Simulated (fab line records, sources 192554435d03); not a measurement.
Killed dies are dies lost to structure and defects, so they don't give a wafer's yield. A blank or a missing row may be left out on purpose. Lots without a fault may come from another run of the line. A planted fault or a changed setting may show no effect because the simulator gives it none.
Chamber matching | flow n5_finfet | N5_BEOL_M7_ILD_DEP_00 on pecvd-04: 3 sister chambers
The step deposits SiCOH lowk from DEMS/porogen, target thk 179.75 nm, time 33.4 s. 6 wafers are shown with their chamber, then 7 later ones without.

WAFERS WITH THEIR CHAMBER
wafer  | chamber | heater_power_w (W) | throttle_valve_pct (%)
L081.4 | 0       | 234                | 14.2
L082.2 | 2       | 314                | 13.3
L082.6 | 0       | 182                | 13.8
L086.3 | 2       | 323                | 13.5
L084.3 | 1       | 244                | 13.2
L084.5 | 1       | 255                | 12.8

WAFERS WITHOUT THEIR CHAMBER
wafer  | heater_power_w (W) | throttle_valve_pct (%)
L084.6 | 193                | 14.4
L096.2 | 213                | 14.3
L096.4 | 305                | 13.4
L096.6 | 236                | 13.1
L092.3 | 307                | 13.3
L092.5 | 287                | 13.2
L092.6 | 321                | 13.6

WHICH CHAMBER EACH WENT THROUGH
wafer  | from the rows above     | in truth
L084.6 | 0                       | 0
L096.2 | 0                       | 0
L096.4 | 2                       | 2
L096.6 | 1                       | 1
L092.3 | 2                       | 2
L092.5 | can't be placed: 2 or 1 | 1
L092.6 | 2                       | 2
Placed correctly: 6 of 7. Can't be placed from these rows: 1 (the true chamber is among the candidates in 1). Placed wrongly: 0.
How it was worked out, from the rows above alone: a wafer's distance from a chamber is the root of the sum, over the readings, of the square of ((its reading less the chamber's mean) divided by the reading's scatter). The wafer belongs to the nearest chamber; if the next one is less than 2 further off, it can't be placed. A chamber's mean is the mean of its shown wafers. The scatter: the root of (the sum of the squares of (reading less its chamber's mean) over the shown wafers, divided by (wafers less chambers)).
